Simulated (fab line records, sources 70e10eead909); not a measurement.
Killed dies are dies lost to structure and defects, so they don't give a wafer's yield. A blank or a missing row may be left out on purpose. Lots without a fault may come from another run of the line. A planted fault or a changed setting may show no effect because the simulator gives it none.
Chamber matching | flow nand_harc | NHARC_A_BLC_STRIP_29 on rie_diel-07: 4 sister chambers
The step strips in CF4. 24 wafers are shown with their chamber, then 12 later ones without.

WAFERS WITH THEIR CHAMBER
wafer  | chamber | drypump_motor_current_A (A) | oes_product_au (a.u.) | cf4_flow_sccm (sccm)
L076.1 | 0       | 5.5                         | 1.016                 | 149.0
L076.5 | 2       | 6.6                         | 0.997                 | 150.5
L076.6 | 3       | 5.9                         | 1.000                 | 150.2
L075.2 | 3       | 5.9                         | 0.999                 | 149.0
L075.3 | 0       | 5.5                         | 1.021                 | 149.8
L075.5 | 3       | 5.9                         | 0.996                 | 149.3
L078.2 | 3       | 5.9                         | 0.990                 | 150.7
L078.4 | 2       | 6.6                         | 0.992                 | 150.4
L078.5 | 1       | 5.4                         | 1.009                 | 150.5
L077.1 | 1       | 5.4                         | 1.006                 | 150.4
L077.5 | 3       | 5.9                         | 0.990                 | 149.8
L077.6 | 2       | 6.5                         | 1.004                 | 149.9
L082.1 | 1       | 5.4                         | 0.998                 | 149.9
L082.4 | 1       | 5.4                         | 1.014                 | 150.2
L082.5 | 0       | 5.6                         | 1.019                 | 149.9
L084.2 | 2       | 6.6                         | 1.002                 | 149.4
L084.3 | 3       | 5.9                         | 0.995                 | 149.8
L084.4 | 1       | 5.4                         | 1.002                 | 149.9
L083.1 | 3       | 5.9                         | 0.998                 | 150.5
L083.2 | 0       | 5.6                         | 1.011                 | 149.8
L083.6 | 2       | 6.6                         | 1.007                 | 150.0
L086.1 | 0       | 5.5                         | 1.009                 | 149.6
L086.2 | 1       | 5.4                         | 1.008                 | 149.8
L086.5 | 2       | 6.6                         | 0.989                 | 149.2

SIGNATURES (means of the wafers above)
reading                 | chamber 0 | chamber 1 | chamber 2 | chamber 3 | scatter within a chamber
drypump_motor_current_A | 5.540     | 5.400     | 6.583     | 5.900     | 0.0319
oes_product_au          | 1.01520   | 1.00617   | 0.99850   | 0.99543   | 0.00553
cf4_flow_sccm           | 149.620   | 150.117   | 149.900   | 149.900   | 0.479
Rule: a wafer's distance from a chamber is the root of the sum, over the readings, of the square of ((its reading less the chamber's mean) divided by the reading's scatter). The wafer belongs to the nearest chamber; if the next one is less than 2 further off, it can't be placed. The scatter: the root of (the sum of the squares of (reading less its chamber's mean) over the shown wafers, divided by (wafers less chambers)).

WAFERS WITHOUT THEIR CHAMBER
wafer  | drypump_motor_current_A (A) | oes_product_au (a.u.) | cf4_flow_sccm (sccm)
L091.1 | 5.6                         | 0.996                 | 149.7
L091.3 | 5.9                         | 1.000                 | 149.9
L091.5 | 6.5                         | 0.984                 | 148.7
L095.1 | 5.5                         | 1.017                 | 150.4
L095.3 | 5.4                         | 0.980                 | 149.7
L095.4 | 6.6                         | 0.993                 | 150.4
L097.1 | 5.9                         | 0.995                 | 150.2
L097.5 | 5.9                         | 0.990                 | 150.6
L097.6 | 5.5                         | 1.017                 | 150.1
L096.1 | 5.9                         | 1.002                 | 149.9
L096.2 | 6.5                         | 0.993                 | 150.0
L096.3 | 5.5                         | 1.021                 | 150.8

WHICH CHAMBER EACH WENT THROUGH
wafer  | from the rows above     | in truth
L091.1 | 0                       | 0
L091.3 | 3                       | 3
L091.5 | 2                       | 2
L095.1 | can't be placed: 0 or 1 | 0
L095.3 | 1                       | 1
L095.4 | 2                       | 2
L097.1 | 3                       | 3
L097.5 | 3                       | 3
L097.6 | 0                       | 0
L096.1 | 3                       | 3
L096.2 | 2                       | 2
L096.3 | can't be placed: 0 or 1 | 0
Placed correctly: 10 of 12. Can't be placed from these rows: 2 (the true chamber is among the candidates in 2). Placed wrongly: 0.
